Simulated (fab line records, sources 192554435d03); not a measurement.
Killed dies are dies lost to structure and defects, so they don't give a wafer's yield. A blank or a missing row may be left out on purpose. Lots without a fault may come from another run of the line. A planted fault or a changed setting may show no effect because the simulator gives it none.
Which tool did it? | flow n5_finfet | 24 lots, 72 wafers sampled, at 5 steps of a route of 1938

WHAT THE GAUGES READ, wafer by wafer
N5_FIN_SAQP_THK_MEAS_07.
lot  | measured    | on            | thk_nm (nm)
L074 | day 1 21:46 | film_metro-01 | 59.8 61.0 60.2
L075 | day 2 04:07 | film_metro-01 | 59.9 59.8 59.2
L076 | day 2 10:14 | film_metro-01 | 60.1 58.7 60.5
L077 | day 2 15:59 | film_metro-02 | 60.6 59.2 60.4
L078 | day 2 22:15 | film_metro-01 | 59.4 60.5 59.9
L079 | day 3 04:35 | film_metro-02 | 62.0 60.1 61.9
L080 | day 3 10:04 | film_metro-01 | 59.9 60.1 59.5
L081 | day 3 15:52 | film_metro-02 | 60.1 59.9 61.4
L082 | day 3 22:22 | film_metro-01 | 60.0 58.9 61.0
L083 | day 4 03:07 | film_metro-02 | 60.3 61.7 61.0
L084 | day 4 11:17 | film_metro-01 | 59.0 59.0 61.0
L085 | day 4 15:52 | film_metro-01 | 58.0 59.4 60.6
L086 | day 4 21:40 | film_metro-01 | 60.4 60.9 62.2
L087 | day 5 06:44 | film_metro-02 | 59.9 59.5 59.4
L088 | day 5 10:40 | film_metro-01 | 60.4 60.2 61.3
L089 | day 5 15:43 | film_metro-01 | 59.7 60.1 61.1
L090 | day 5 22:22 | film_metro-01 | 60.5 60.6 60.3
L091 | day 6 03:54 | film_metro-02 | 59.5 59.2 59.2
L092 | day 6 09:03 | film_metro-01 | 60.5 61.0 61.2
L093 | day 6 15:19 | film_metro-02 | 60.3 61.2 60.2
L094 | day 6 21:13 | film_metro-01 | 59.7 60.9 61.0
L095 | day 7 04:17 | film_metro-01 | 59.4 58.5 60.1
L096 | day 7 09:14 | film_metro-01 | 59.2 60.3 60.0
L097 | day 7 15:28 | film_metro-01 | 60.5 62.1 61.6

N5_FIN_SAQP_CD_MEAS_31: target cd 8 nm.
lot  | measured    | on        | cd_nm (nm)
L074 | day 2 01:59 | cd_sem-01 | 7.75 8.10 8.12
L075 | day 2 08:22 | cd_sem-01 | 8.17 8.16 8.56
L076 | day 2 14:25 | cd_sem-02 | 8.35 8.13 7.96
L077 | day 2 21:12 | cd_sem-03 | 8.20 8.37 7.94
L078 | day 3 02:23 | cd_sem-01 | 8.20 8.16 7.66
L079 | day 3 09:41 | cd_sem-01 | 8.33 8.38 8.18
L080 | day 3 15:02 | cd_sem-02 | 7.65 7.95 8.04
L081 | day 3 20:43 | cd_sem-01 | 8.24 8.15 8.57
L082 | day 4 02:46 | cd_sem-03 | 8.22 8.13 8.38
L083 | day 4 07:27 | cd_sem-03 | 7.63 8.54 8.16
L084 | day 4 16:42 | cd_sem-03 | 8.17 8.15 8.32
L085 | day 4 21:22 | cd_sem-03 | 8.31 8.11 8.03
L086 | day 5 05:27 | cd_sem-02 | 8.22 8.26 8.04
L087 | day 5 12:50 | cd_sem-03 | 8.50 8.12 8.22
L088 | day 5 16:00 | cd_sem-03 | 8.03 8.03 7.99
L089 | day 5 20:20 | cd_sem-03 | 7.91 8.41 8.01
L090 | day 6 02:40 | cd_sem-01 | 8.27 8.04 7.84
L091 | day 6 08:20 | cd_sem-02 | 7.95 8.44 8.08
L092 | day 6 13:59 | cd_sem-01 | 8.30 7.81 8.06
L093 | day 6 20:05 | cd_sem-02 | 7.97 8.41 8.29
L094 | day 7 01:43 | cd_sem-02 | 8.33 8.25 8.31
L095 | day 7 09:00 | cd_sem-03 | 8.06 8.20 8.28
L096 | day 7 13:54 | cd_sem-03 | 8.09 7.94 7.81
L097 | day 7 20:02 | cd_sem-01 | 8.30 8.25 8.34

N5_FIN_CUT_INSPECT_10: inspects for defects (brightfield).
lot  | measured    | on                | raw_defect_count
L074 | day 2 03:06 | defect_inspect-01 | 40 37 45
L075 | day 2 09:20 | defect_inspect-02 | 35 46 54
L076 | day 2 15:24 | defect_inspect-02 | 32 39 57
L077 | day 2 22:19 | defect_inspect-02 | 43 35 55
L078 | day 3 03:22 | defect_inspect-02 | 76 57 54
L079 | day 3 10:41 | defect_inspect-02 | 50 35 39
L080 | day 3 16:10 | defect_inspect-01 | 22 28 47
L081 | day 3 21:47 | defect_inspect-02 | 51 56 48
L082 | day 4 03:53 | defect_inspect-02 | 77 56 48
L083 | day 4 08:26 | defect_inspect-02 | 34 46 42
L084 | day 4 18:07 | defect_inspect-01 | 34 34 33
L085 | day 4 22:38 | defect_inspect-01 | 54 38 40
L086 | day 5 06:35 | defect_inspect-02 | 20 42 34
L087 | day 5 13:59 | defect_inspect-01 | 41 27 66
L088 | day 5 17:11 | defect_inspect-01 | 35 28 40
L089 | day 5 21:26 | defect_inspect-01 | 52 68 43
L090 | day 6 03:38 | defect_inspect-02 | 36 34 35
L091 | day 6 09:23 | defect_inspect-01 | 38 43 34
L092 | day 6 14:58 | defect_inspect-01 | 34 58 39
L093 | day 6 21:35 | defect_inspect-02 | 54 54 54
L094 | day 7 02:50 | defect_inspect-02 | 43 37 36
L095 | day 7 10:06 | defect_inspect-01 | 51 63 48
L096 | day 7 15:06 | defect_inspect-02 | 31 25 35
L097 | day 7 21:08 | defect_inspect-01 | 36 31 48

WHICH TOOL RAN EACH LOT (tool, then ch and the chambers of the sampled wafers, then the start)
lot  | N5_FIN_SAQP_PECVD_47           | N5_FIN_SAQP_HM_DEP_72
L074 | pecvd-03 ch 0,1, day 1 21:36   | pecvd-03 ch 0,1, day 1 21:48
L075 | pecvd-04 ch 0,1,2, day 2 03:57 | pecvd-04 ch 0,1,2, day 2 04:10
L076 | pecvd-04 ch 0,2, day 2 10:04   | pecvd-03 ch 0,2, day 2 10:16
L077 | pecvd-01 ch 1,2, day 2 15:49   | pecvd-03 ch 0,2, day 2 16:01
L078 | pecvd-03 ch 0,2, day 2 22:05   | pecvd-01 ch 0,1,2, day 2 22:17
L079 | pecvd-01 ch 0,1, day 3 04:22   | pecvd-01 ch 0,1, day 3 04:38
L080 | pecvd-04 ch 0, day 3 09:49     | pecvd-03 ch 1,2, day 3 10:05
L081 | pecvd-01 ch 0,1, day 3 15:37   | pecvd-04 ch 0,1,2, day 3 15:54
L082 | pecvd-04 ch 0,1,2, day 3 22:11 | pecvd-03 ch 0,1,2, day 3 22:24
L083 | pecvd-03 ch 0,1,2, day 4 02:56 | pecvd-01 ch 0,1,2, day 4 03:09
L084 | pecvd-04 ch 0,1, day 4 11:07   | pecvd-03 ch 1,2, day 4 11:19
L085 | pecvd-01 ch 0,1,2, day 4 15:41 | pecvd-03 ch 1,2, day 4 15:54
L086 | pecvd-03 ch 0,1, day 4 21:29   | pecvd-01 ch 0,1, day 4 21:42
L087 | pecvd-03 ch 0,1,2, day 5 06:34 | pecvd-04 ch 0,1,2, day 5 06:47
L088 | pecvd-03 ch 0,1, day 5 10:30   | pecvd-04 ch 0,1, day 5 10:42
L089 | pecvd-03 ch 0,2, day 5 15:32   | pecvd-01 ch 0,1,2, day 5 15:44
L090 | pecvd-03 ch 0,1,2, day 5 22:11 | pecvd-04 ch 1,2, day 5 22:24
L091 | pecvd-01 ch 0,1,2, day 6 03:44 | pecvd-04 ch 0,1,2, day 6 03:56
L092 | pecvd-03 ch 0,2, day 6 08:53   | pecvd-03 ch 0,1,2, day 6 09:05
L093 | pecvd-01 ch 0,1, day 6 15:08   | pecvd-04 ch 0,2, day 6 15:21
L094 | pecvd-01 ch 0,1, day 6 21:02   | pecvd-03 ch 0,2, day 6 21:15
L095 | pecvd-03 ch 0,1,2, day 7 04:07 | pecvd-03 ch 1,2, day 7 04:19
L096 | pecvd-03 ch 0,2, day 7 09:04   | pecvd-01 ch 1,2, day 7 09:16
L097 | pecvd-04 ch 0,2, day 7 15:18   | pecvd-01 ch 0,2, day 7 15:30
- N5_FIN_SAQP_PECVD_47: deposits a-Si from SiH4/He, target thk 45 nm, time 36.3 s.
- N5_FIN_SAQP_HM_DEP_72: deposits SiO2 from SiH4/N2O, target thk 12 nm, time 7.2 s.

WHAT THE TOOLS THEMSELVES READ (means of the sampled wafers that have a number; where no wafer has one, the mark that the record gives instead)
N5_FIN_SAQP_PECVD_47.
lot  | tool     | chamber_pressure_Torr (Torr) | heater_power_w (W) | showerhead_plenum_p_Torr (Torr) | throttle_valve_pct (%)
L074 | pecvd-03 | 3.003                        | 766                | 5.68                            | 19.2
L075 | pecvd-04 | 2.998                        | 884                | 5.70                            | 17.9
L076 | pecvd-04 | 3.002                        | 848                | 5.71                            | 17.3
L077 | pecvd-01 | 3.003                        | 761                | 5.72                            | 18.6
L078 | pecvd-03 | 3.003                        | 818                | 5.66                            | 18.3
L079 | pecvd-01 | 3.002                        | 889                | 5.74                            | 18.8
L080 | pecvd-04 | 2.997                        | 909                | 5.70                            | 17.9
L081 | pecvd-01 | 2.999                        | 846                | 5.75                            | 18.8
L082 | pecvd-04 | 3.001                        | 860                | 5.70                            | 17.9
L083 | pecvd-03 | 3.009                        | 823                | 5.68                            | 18.6
L084 | pecvd-04 | 3.000                        | 939                | 5.71                            | 18.4
L085 | pecvd-01 | 3.000                        | 827                | 5.73                            | 19.1
L086 | pecvd-03 | 3.002                        | 872                | 5.67                            | 18.4
L087 | pecvd-03 | 3.003                        | 827                | 5.68                            | 18.6
L088 | pecvd-03 | 2.996                        | 814                | 5.68                            | 18.5
L089 | pecvd-03 | 3.005                        | 913                | 5.67                            | 17.9
L090 | pecvd-03 | 3.004                        | 834                | 5.67                            | 18.7
L091 | pecvd-01 | 3.002                        | 826                | 5.74                            | 18.9
L092 | pecvd-03 | 3.001                        | 832                | 5.67                            | 18.2
L093 | pecvd-01 | 2.996                        | 895                | 5.74                            | 18.9
L094 | pecvd-01 | 2.993                        | 848                | 5.74                            | 18.8
L095 | pecvd-03 | 3.001                        | 801                | 5.68                            | 18.8
L096 | pecvd-03 | 3.003                        | 842                | 5.66                            | 18.4
L097 | pecvd-04 | 3.008                        | 979                | 5.70                            | 17.7

N5_FIN_SAQP_HM_DEP_72.
lot  | tool     | chamber_pressure_Torr (Torr) | heater_power_w (W) | showerhead_plenum_p_Torr (Torr)
L074 | pecvd-03 | 0.7492                       | 760                | 8.17
L075 | pecvd-04 | 0.7489                       | 833                | 8.24
L076 | pecvd-03 | 0.7506                       | 855                | 8.12
L077 | pecvd-03 | 0.7511                       | 795                | 8.14
L078 | pecvd-01 | 0.7498                       | 705                | 8.34
L079 | pecvd-01 | 0.7500                       | 787                | 8.35
L080 | pecvd-03 | 0.7504                       | 680                | 8.22
L081 | pecvd-04 | 0.7516                       | 777                | 8.27
L082 | pecvd-03 | 0.7486                       | 716                | 8.17
L083 | pecvd-01 | 0.7501                       | 792                | 8.34
L084 | pecvd-03 | 0.7490                       | 697                | 8.23
L085 | pecvd-03 | 0.7483                       | 731                | 8.18
L086 | pecvd-01 | 0.7498                       | 879                | 8.41
L087 | pecvd-04 | 0.7495                       | 800                | 8.26
L088 | pecvd-04 | 0.7510                       | 825                | 8.24
L089 | pecvd-01 | 0.7501                       | 749                | 8.35
L090 | pecvd-04 | 0.7473                       | 814                | 8.26
L091 | pecvd-04 | 0.7500                       | 787                | 8.26
L092 | pecvd-03 | 0.7493                       | 688                | 8.17
L093 | pecvd-04 | 0.7498                       | 853                | 8.25
L094 | pecvd-03 | 0.7514                       | 709                | 8.12
L095 | pecvd-03 | 0.7498                       | 647                | 8.23
L096 | pecvd-01 | 0.7517                       | 758                | 8.28
L097 | pecvd-01 | 0.7516                       | 835                | 8.40

THE ANSWER, worked out from the rows above alone
Rule: what is usual is taken from the lots themselves. Put in order of their means at a reading, lots are off if they are a third of the lots or fewer, leave a main group of 4 or more, and stand apart from it by a gap of 3 or more times the standard deviation of the main group's means; of several such gaps the widest counts. A main group whose means are all the same, to the digits that the tables above print for the reading, isn't used. A lot without any number at a reading at which 4 lots or more have one is off too. The other lots that the step has rows for count as sound. The gauges are gone through in route order, then the tools' own readings, and for those a lot's mean is taken as printed above. The first step at which some lot is off is used, and at that step the reading that is off furthest; a lot without a number counts as furthest.
No lot is off at any reading shown: from this, nothing can be told.

WHAT THE SIMULATOR HAD PUT IN
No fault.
